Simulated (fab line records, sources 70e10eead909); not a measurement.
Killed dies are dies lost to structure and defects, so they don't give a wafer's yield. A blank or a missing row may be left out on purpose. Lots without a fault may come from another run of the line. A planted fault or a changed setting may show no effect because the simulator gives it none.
One fault seen from 3 desks | flow nand_harc | each desk has only its own numbers; what lay behind them comes last

THE TOOL OWNER'S DESK: ald_hk-02
The tool's own readings at NHARC_A_CHANNEL_FILL_D1_ALD_02 (deposits SiO2, target thk 6 nm, pulse time 10 s, ald cycles 60): means of the sampled wafers that have a number, for each lot that ran on this tool. A lot is out of limits, marked OUT, if its mean lies more than 4 standard deviations from the usual mean; the brackets give that distance.
Columns: A = heater_power_w at NHARC_A_CHANNEL_FILL_D1_ALD_02, usual 474 W; B = precursor_pulse_height_rel at NHARC_A_CHANNEL_FILL_D1_ALD_02, usual 1.004
lot  | first seen here | A   | B
L981 | day 8 14:13     | 470 | 1.006
L984 | day 9 21:45     | 489 | 1.004
L986 | day 10 17:00    | 491 | 1.003
L987 | day 11 04:14    | 483 | 1.009
L995 | day 14 18:07    | 475 | 1.008
L999 | day 16 03:25    | 522 | 0.999
L998 | day 16 04:53    | 505 | 1.022
L100 | day 16 20:08    | 467 | 1.008
L102 | day 17 10:58    | 465 | 0.994
This desk's finding: nothing out of limits on any of the 9 lots.

THE METROLOGY DESK
What the gauges read, lot by lot, whatever tool the lot ran on: means of the sampled wafers that have a number. A lot is out of limits, marked OUT, if its mean lies more than 4 standard deviations from the usual mean; the brackets give that distance.
Columns: A = thk_nm at NHARC_A_ONON_D1_THK_MEAS_34, usual 199.4 nm; B = overlay_x_nm at NHARC_A_CHANNEL_HOLE_D1_OVL_MEAS_11, usual 0.0 nm; C = overlay_y_nm at NHARC_A_CHANNEL_HOLE_D1_OVL_MEAS_11, usual -0.2 nm
lot  | first seen here | A     | B    | C
L981 | day 8 01:18     | 200.2 | -0.4 | -0.2
L982 | day 8 18:41     | 196.6 | 0.2  | -1.0
L984 | day 9 11:31     | 201.7 | 0.1  | 0.4
L986 | day 10 03:06    | 197.2 | -1.9 | -0.3
L987 | day 10 13:19    | 199.0 | 1.6  | 0.5
L996 | day 14 04:52    | 199.0 | 1.8  | -1.3
L995 | day 14 05:07    | 197.8 | -0.2 | 0.1
L997 | day 14 23:13    | 199.4 | 0.0  | -0.4
L998 | day 15 17:21    | 198.7 | 0.4  | -0.5
L999 | day 15 17:21    | 198.3 | -0.7 | 0.4
L100 | day 16 09:53    | 198.1 | 0.5  | -1.2
L102 | day 16 22:50    | 198.3 | 0.4  | -1.2
L103 | day 17 08:27    | 199.6 | -0.4 | -0.4
L104 | day 18 06:26    | 199.4 | -0.5 | 0.0
This desk's finding: nothing out of limits on any of the 14 lots.

THE DEFECT DESK
What the inspections along the route counted, lot by lot: means of the sampled wafers that have a number. A lot is out of limits, marked OUT, if its mean lies more than 4 standard deviations from the usual mean; the brackets give that distance.
Columns: A = raw_defect_count at NHARC_A_CHANNEL_HOLE_D1_INSPECT_40, usual 70
lot  | first seen here | A
L981 | day 8 14:01     | 103
L982 | day 9 08:20     | 110
L984 | day 9 21:25     | 45
L986 | day 10 16:44    | 41
L987 | day 11 01:38    | 57
L995 | day 14 17:51    | 43
L996 | day 14 20:31    | 106
L997 | day 15 09:44    | 66
L999 | day 16 03:14    | 61
L998 | day 16 04:41    | 98
L100 | day 16 19:47    | 51
L102 | day 17 10:38    | 82
L103 | day 17 21:20    | 39
L104 | day 18 17:02    | 60
This desk's finding: nothing out of limits on any of the 14 lots.

PUT TOGETHER
The tool owner's desk saw nothing out of limits.
The metrology desk saw nothing out of limits.
The defect desk saw nothing out of limits.

WHAT THE SIMULATOR HAD PUT IN
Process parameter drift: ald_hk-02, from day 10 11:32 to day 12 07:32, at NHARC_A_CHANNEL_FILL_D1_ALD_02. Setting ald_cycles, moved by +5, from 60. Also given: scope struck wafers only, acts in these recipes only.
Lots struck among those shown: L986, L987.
